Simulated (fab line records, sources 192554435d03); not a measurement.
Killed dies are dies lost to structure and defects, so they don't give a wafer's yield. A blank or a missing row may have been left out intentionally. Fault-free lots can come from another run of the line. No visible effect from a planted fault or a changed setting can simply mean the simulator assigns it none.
Chamber matching -- flow n5_finfet -- rie_si-04 running N5_FIN_SAQP_ETCH_64: 4 sister chambers
The step etches SiO2 in CF4, target depth 1.5 nm. 8 wafers are shown with their chamber, then 9 later ones without.

EACH WAFER AND ITS CHAMBER
wafer,chamber,throttle_valve_pct (%),drypump_motor_current_A (A)
L076.6,1,21.64,5.94
L079.6,0,21.92,6.52
L084.1,0,21.93,6.54
L084.2,2,22.12,5.94
L084.3,3,21.86,6.01
L084.4,1,21.65,5.91
L084.5,2,22.14,5.95
L084.6,3,21.88,6.05

WAFERS WHOSE CHAMBER IS MISSING
wafer,throttle_valve_pct (%),drypump_motor_current_A (A)
L085.1,21.87,6.01
L085.2,21.93,6.53
L085.3,22.14,5.97
L085.4,21.65,5.90
L085.5,21.87,6.02
L085.6,21.93,6.53
L086.1,21.64,5.93
L086.3,22.14,5.96
L086.4,21.86,6.02

WHICH CHAMBER EACH WENT THROUGH
wafer,from the rows above,in truth
L085.1,3,3
L085.2,0,0
L085.3,2,2
L085.4,1,1
L085.5,3,3
L085.6,0,0
L086.1,1,1
L086.3,2,2
L086.4,3,3
Correctly placed: 9 of 9. Can't be placed from these rows: 0. Placed wrongly: 0.
How it was worked out, from the rows above alone: a wafer's distance from a chamber is the root of the sum, over the readings, of the square of ((its reading less the chamber's mean) divided by the reading's scatter). If the next closest chamber is less than 2 further off than the closest, the wafer can't be placed; otherwise it belongs to the closest. Each chamber's mean is taken over the wafers shown for it. The scatter is the square root of a quotient: the sum, over the shown wafers, of each reading's squared deviation from its chamber's mean, divided by wafers minus chambers.
